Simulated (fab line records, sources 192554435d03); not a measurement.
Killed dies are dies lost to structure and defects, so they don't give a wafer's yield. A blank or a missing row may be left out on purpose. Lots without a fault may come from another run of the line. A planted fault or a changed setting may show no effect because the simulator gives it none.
A struck lot beside a sound one | flow n5_finfet | 16 steps out of a route of 1938
Sound: wafers L577.1, L577.3, L577.6. Struck: wafers L588.1, L588.2, L588.4. The cause comes at the end.
At each step with rows: each side's tool, then ch and its chambers, then its first start. Under that, the readings that differ: sound wafers | struck wafers | difference of the means | sigmas: that difference in standard deviations of wafers without a fault.
alike: readings whose means differ by less than 2 such deviations, and words and numbers that are the same on both sides. not compared: withheld readings, readings that some wafer has no value for, bounds like >300 that may hide the same value, and numbers for which the record gives no deviation and whose values overlap.
The two part at a step that has a row with sigmas, a row that says differs or no value, or rows on one side only. Numbers that don't overlap but have no deviation are shown without sigmas and don't part them. A reading that every wafer of one side lacks parts them only if that side has two wafers or more.

N5_BEOL_M1_STRIP_97: strips in N2/H2, time 10 s.
  sound on rie_diel-04 ch 1,3; struck on rie_diel-01 ch 0,1,3
  reading                         | sound          | struck         | difference | sigmas
  showerhead_plenum_p_Torr (Torr) | 2.41 2.47 2.41 | 2.69 2.58 2.69 | +0.22      | +2
  alike: drypump_motor_current_A, oes_product_au, rf_vpp_V, throttle_valve_pct
  not compared: rf_hours_counter_h
N5_BEOL_M1_OCD_MEAS_38:
  sound on ocd-02, day 7 10:13; struck on ocd-01, day 10 07:52
  alike: trench_depth_nm
then, 4 steps without rows for these wafers: N5_BEOL_M1_HM_STRIP_39 (strips TiN in peroxide tin strip, target depth 25 nm, time 158 s); N5_BEOL_M1_SRD_40 (time 30 s); N5_BEOL_M1_PRECLEAN_42 (cleans in residue remover, time 60 s); N5_BEOL_M1_SRD_43 (time 30 s).
N5_BEOL_M1_CD_MEAS_35: target cd 18 nm, target cd y 21 nm.
  sound on cd_sem-03, day 7 10:22; struck on cd_sem-02, day 10 08:01
  alike: cd_nm
N5_BEOL_M1_DEGAS_44: time 60 s.
  sound on pvd_sputter-01, day 7 10:28; struck on pvd_sputter-03, day 10 08:18
  alike: heater_power_w
N5_BEOL_M1_PRE_CLEAN_45: time 30 s.
  sound on pvd_sputter-01, day 7 10:30; struck on pvd_sputter-03, day 10 08:20
  alike: heater_power_w
then, 1 step without rows for these wafers: N5_BEOL_M1_ALD_84 (deposits TaN, pulse time 2 s, purge time 3 s, co reactant purge time 2 s).
N5_BEOL_M1_SURFACE_TREAT_85:
  sound on pvd_sputter-03, day 7 10:47; struck on pvd_sputter-03, day 10 08:38
  not compared: throttle_valve_pct
then, 1 step without rows for these wafers: N5_BEOL_M1_CVD_47 (deposits Co from CCTBA/H2, target thk 3 nm, time 223.8 s).
N5_BEOL_M1_SPUTTER_48: material Cu, target thk 4.5 nm, time 8.29 s.
  sound on pvd_sputter-01, day 7 11:05; struck on pvd_sputter-01, day 10 08:54
  no value came back on the struck wafers for chamber_pressure_pa (Pa), chuck_gas_flow_sccm (sccm), throttle_valve_pct (%); on the sound wafers chamber_pressure_pa (Pa) reads 0.07002 0.06986 0.07001
N5_BEOL_M1_ANNEAL_49: time 240 s.
  sound on pvd_sputter-01, day 7 11:10; struck on pvd_sputter-01, day 10 08:59
  alike: heater_power_w
N5_BEOL_M4_RC_MEAS_101:
  sound on prober-02 ch 0, day 9 02:18; struck on prober-01 ch 0, day 12 01:19
  alike: DIBL_N, DIBL_P, IOFF_N, IOFF_P, ION_N, ION_P, SS_N, SS_P, VT_N, VT_P
-- the record jumps here: 4 days lie between the struck wafers' starts before and after (it left off in module BEOL_M4 and takes up again in module PASSIVATION, whose first step shown is number 1936 of the route) --
N5_PASSIVATION_PROBE_49:
  the record has rows for the struck wafers here (prober-02, day 16 03:35) and none for the sound ones

WHERE THEY PART
First at N5_BEOL_M1_STRIP_97; last, within this record, at N5_PASSIVATION_PROBE_49.

WHY: what the simulator had put in
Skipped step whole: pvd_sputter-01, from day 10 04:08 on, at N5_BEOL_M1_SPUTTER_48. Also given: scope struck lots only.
